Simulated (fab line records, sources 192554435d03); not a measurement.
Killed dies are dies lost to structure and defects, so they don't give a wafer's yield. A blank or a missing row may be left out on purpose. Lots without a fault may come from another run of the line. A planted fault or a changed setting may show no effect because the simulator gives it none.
A struck lot beside a sound one | flow n5_finfet | 15 steps out of a route of 1938
Sound: wafers L717.2, L717.4, L717.6. Struck: wafer L728.3. (L728.4, L728.5 of the same lot were not struck and are left out.) The cause comes at the end.
At each step with rows: each side's tool, then ch and its chambers, then its first start. Under that, the readings that differ: sound wafers | struck wafers | difference of the means | sigmas: that difference in standard deviations of wafers without a fault.
alike: readings whose means differ by less than 2 such deviations, and words and numbers that are the same on both sides. not compared: withheld readings, readings that some wafer has no value for, bounds like >300 that may hide the same value, and numbers for which the record gives no deviation and whose values overlap.
The two part at a step that has a row with sigmas, a row that says differs or no value, or rows on one side only. Numbers that don't overlap but have no deviation are shown without sigmas and don't part them. A reading that every wafer of one side lacks parts them only if that side has two wafers or more.

first, 7 steps without rows for these wafers: N5_MIM_TOP_LITHO_COAT_02; N5_MIM_TOP_LITHO_EBR_04; N5_MIM_TOP_LITHO_SOFTBAKE_03 (time 90 s); N5_MIM_TOP_LITHO_EXPOSE_05 (exposes mask MIM TOP, target cd 2000 nm); N5_MIM_TOP_LITHO_PEB_06; N5_MIM_TOP_LITHO_DEVELOP_07 (develop time 60 s); N5_MIM_TOP_LITHO_HARDBAKE_09 (time 120 s).
N5_MIM_TOP_LITHO_CD_MEAS_08: target cd 2000 nm.
  sound on cd_sem-03 ch 0, day 13 04:28; struck on cd_sem-02 ch 0, day 16 06:41
  alike: cd_nm
N5_MIM_TOP_LITHO_OVL_MEAS_11:
  sound on overlay-02 ch 0, day 13 04:29; struck on overlay-02 ch 0, day 16 06:43
  alike: MIM_TOP_OVL
N5_MIM_TOP_LITHO_INSPECT_12: inspects for defects (macro).
  sound on defect_inspect-01, day 13 04:31; struck on defect_inspect-01, day 16 06:44
  alike: raw_defect_count
N5_MIM_TOP_LITHO_DESCUM_10: chemistry O2, time 7.9 s.
  sound on rie_diel-06 ch 0,3, day 13 05:04; struck on rie_diel-05 ch 3, day 16 06:47
  reading                | sound             | struck | difference | sigmas
  oes_product_au (a.u.)  | 0.75 0.73 0.73    | 0.93   | +0.19      | +2
  throttle_valve_pct (%) | 20.57 20.70 20.72 | 20.05  | -0.61      | -2
  alike: drypump_motor_current_A, rf_vpp_V, showerhead_plenum_p_Torr
  not compared: rf_hours_counter_h
N5_MIM_TOP_ETCH_ETCH_00: etches TiN in Cl2/BCl3, target depth 38.5 nm.
  sound on rie_metal-02 ch 0,1, day 13 05:11; struck on rie_metal-01 ch 0, day 16 06:54
  alike: drypump_motor_current_A, mfc_cl2_sccm, oes_product_au, throttle_valve_pct
  not compared: rf_hours_counter_h
N5_MIM_TOP_ETCH_STRIP_01: strips in O2.
  sound on rie_diel-04 ch 0,1,3, day 13 05:19; struck on rie_diel-02 ch 3, day 16 07:00
  reading    | sound             | struck | difference | sigmas
  temp_c (C) | 59.97 60.01 60.03 | 60.84  | +0.84      | +6
  alike: drypump_motor_current_A, oes_product_au, rf_vpp_V, showerhead_plenum_p_Torr, throttle_valve_pct
  not compared: rf_hours_counter_h
N5_MIM_TOP_ETCH_PECVD_03: deposits SiNx from SiH4/NH3/N2, target thk 20 nm, time 17.6 s.
  sound on pecvd-03 ch 0,1,2, day 13 05:23; struck on pecvd-02 ch 1, day 16 07:04
  alike: heater_power_w, showerhead_plenum_p_Torr, susceptor_temp_C, throttle_valve_pct
N5_PASSIVATION_PROBE_49:
  sound on prober-02, day 13 15:27; struck on prober-02, day 16 16:40
  reading            | sound    | struck | difference | sigmas
  killed_at_M0_to_M3 | 18 38 20 | 54     | +29        | +3
  alike: defect_limited_yield, killed_at_M4_up, killed_at_contacts, killed_at_front_end, killed_at_other, killed_dies, killed_open, killed_short, sort_bin_5_function, sort_bin_6_memory, sort_n_pass, sort_yield_pct

WHERE THEY PART
First at N5_MIM_TOP_LITHO_DESCUM_10; last, within this record, at N5_PASSIVATION_PROBE_49.

WHY: what the simulator had put in
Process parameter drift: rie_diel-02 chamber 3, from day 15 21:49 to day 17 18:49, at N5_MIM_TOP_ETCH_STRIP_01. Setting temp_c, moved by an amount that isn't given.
